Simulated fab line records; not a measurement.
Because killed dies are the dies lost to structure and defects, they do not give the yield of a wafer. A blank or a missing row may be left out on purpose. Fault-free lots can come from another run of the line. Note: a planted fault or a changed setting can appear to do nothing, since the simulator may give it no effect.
Matching of chambers | flow nand-harc | rie-si-06 running NHARC_P_GATE_ETCH_32: 4 sister chambers
The step etches the open film in HBr/Cl2, target depth 150 nm, time 100.1 s. 4 wafers are shown with their chamber, then 12 later ones without.

## WAFERS WITH THEIR CHAMBER
wafer  | chamber | drypump-motor-current-A (A)
L077.4 | 3       | 4.9
L091.2 | 0       | 6.1
L091.4 | 2       | 5.3
L091.5 | 1       | 5.2

## WAFERS WITHOUT THEIR CHAMBER
wafer  | drypump-motor-current-A (A)
L093.2 | 5.2
L093.3 | 5.3
L093.6 | 5.3
L093.1 | 4.9
L093.4 | 6.1
L093.5 | 4.9
L094.1 | 6.0
L094.2 | 4.9
L094.4 | 5.3
L096.1 | 5.3
L096.5 | 4.9
L096.6 | 6.0

## EACH ONE'S CHAMBER
wafer  | from the rows above | in truth
L093.2 | 1                   | 1
L093.3 | 2                   | 2
L093.6 | 2                   | 2
L093.1 | 3                   | 3
L093.4 | 0                   | 0
L093.5 | 3                   | 3
L094.1 | 0                   | 0
L094.2 | 3                   | 3
L094.4 | 2                   | 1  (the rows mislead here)
L096.1 | 2                   | 2
L096.5 | 3                   | 3
L096.6 | 0                   | 0
11 of 12 placed correctly. Left unplaced by these rows: 0. 1 placed wrongly.
How it was worked out, from the rows above alone: a wafer's distance from a chamber is the root of the sum, over the readings, of the square of ((its reading less the chamber's mean) divided by the reading's scatter). The wafer belongs to the nearest chamber; if the next one is less than 2 further off, it can't be placed. For every chamber, the mean is computed from those of its wafers that are shown. The scatter: with one shown wafer a chamber, the root of the mean of the squares of how far each hidden wafer lies from its nearest shown one.
